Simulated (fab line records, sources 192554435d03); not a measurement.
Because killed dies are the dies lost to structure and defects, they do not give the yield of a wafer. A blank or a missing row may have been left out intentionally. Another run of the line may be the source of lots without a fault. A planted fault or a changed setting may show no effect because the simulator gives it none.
Struck lot and sound lot, side by side + flow n5Finfet + 16 steps out of a route of 1938
Sound: these wafers, L537.2, L537.3, L537.5. Struck: wafer L550.3 (left out: L550.2, L550.4 of the same lot, which were not struck); the cause appears at the end.
At each step with rows: each side's tool, then ch and its chambers, then its first start. Under that, the readings that differ: sound wafers + struck wafers + difference of the means + sigmas: that difference in standard deviations of wafers without a fault.
alike: same words and numbers on both sides, and readings whose means sit less than 2 such deviations apart. not compared: any withheld reading, any reading some wafer has no value for, any bound like >300 that may hide the same value, and any number with overlapping values for which the record gives no deviation.
The two part at a step that has a row with sigmas, a row that says differs or no value, or rows on one side only. Numbers that have no deviation but don't overlap get no sigmas and don't part them. Lack of a reading on every wafer of one side parts them only where that side has two or more wafers.

N5_BEOL_M4_ETCH_41: etches SiCN in CH3F/O2, target depth 29.9 nm, time 52.5 s.
  sound: rieDiel-02 ch 0,2,3; struck: rieDiel-02 ch 1
  alike: drypumpMotorCurrentA, oesProductAu, rfVppV, showerheadPlenumPTorr, throttleValvePct
  not compared: rfHoursCounterH
N5_BEOL_M4_STRIP_97: strips in N2/H2, time 10 s.
  sound: rieDiel-02 ch 0,2,3; struck: rieDiel-02 ch 1
  alike: drypumpMotorCurrentA, h2FlowSccm, oesProductAu, rfVppV, showerheadPlenumPTorr, throttleValvePct
  not compared: rfHoursCounterH
N5_BEOL_M4_OCD_MEAS_38:
  sound on ocd-02 at day 9 10:26; struck on ocd-01 at day 12 12:53
  alike: trenchDepthNm
then, 4 steps without rows for these wafers: N5_BEOL_M4_HM_STRIP_39 (strips TiN in peroxide tin strip, target depth 25 nm, time 158 s); N5_BEOL_M4_SRD_40 (time 30 s); N5_BEOL_M4_PRECLEAN_42 (cleans in residue remover, time 60 s); N5_BEOL_M4_SRD_43 (time 30 s).
N5_BEOL_M4_CD_MEAS_35: target cd 18 nm, target cd y 22.4 nm.
  sound on cdSem-01 at day 9 10:36; struck on cdSem-03 at day 12 13:05
  alike: cdNm
N5_BEOL_M4_DEGAS_44: time 60 s.
  sound on pvdSputter-01 at day 9 10:47; struck on pvdSputter-02 at day 12 13:23
  alike: heaterPowerW, susceptorTempC
N5_BEOL_M4_PRE_CLEAN_45: time 30 s.
  sound on pvdSputter-01 at day 9 10:49; struck on pvdSputter-02 at day 12 13:25
  alike: heaterPowerW, susceptorTempC
then, 1 step without rows for these wafers: N5_BEOL_M4_ALD_84 (deposits TaN, pulse time 2 s, purge time 3 s, co reactant purge time 2 s).
N5_BEOL_M4_SURFACE_TREAT_85:
  sound on pvdSputter-02 at day 9 11:13; struck on pvdSputter-03 at day 12 13:59
  not compared: throttleValvePct
N5_BEOL_M4_CVD_47: deposits Co from CCTBA/H2, target thk 3 nm, time 223.8 s.
  sound on cvdCo-01 ch 1, day 9 11:20; struck on cvdCo-01 ch 0, day 12 14:07
| reading        | sound             | struck | difference | sigmas |
|----------------|-------------------|--------|------------|--------|
| runLengthS (s) | 246.9 247.0 247.0 | 187.9  | -59.1      | -84    |
  not compared: sinceWetCleanH
then, 1 step without rows for these wafers: N5_BEOL_M4_SPUTTER_48 (material Cu, target thk 4.5 nm, time 8.29 s).
N5_BEOL_M4_RC_MEAS_101:
  sound on prober-02 ch 0, day 9 15:13; struck on prober-01 ch 0, day 12 17:48
  alike: DIBL_N, DIBL_P, IOFF_N, IOFF_P, ION_N, ION_P, SS_N, SS_P, VT_N, VT_P
-- here the record skips 5 days between the struck wafers' starts before and after, leaving off in module BEOL_M4 and picking up in module PASSIVATION (first step shown: number 1936 of the route) --
N5_PASSIVATION_PROBE_49:
  sound on prober-01 at day 14 03:08; struck on prober-02 at day 17 13:50
  alike: defectLimitedYield, killed_at_M0_to_M3, killed_at_M4_up, killedAtContacts, killedAtFrontEnd, killedAtOther, killedDies, killedOpen, killedShort, sort_bin_5_function, sort_bin_6_memory, sortNPass, sortYieldPct

## WHERE THEY PART
N5_BEOL_M4_CVD_47 only, going by this record. Later steps at which nothing parts them and some readings are alike: N5_BEOL_M4_RC_MEAS_101, N5_PASSIVATION_PROBE_49.

WHY: the cause the simulator had injected
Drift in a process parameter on cvdCo-01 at N5_BEOL_M4_CVD_47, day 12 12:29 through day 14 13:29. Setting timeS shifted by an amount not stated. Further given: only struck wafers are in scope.
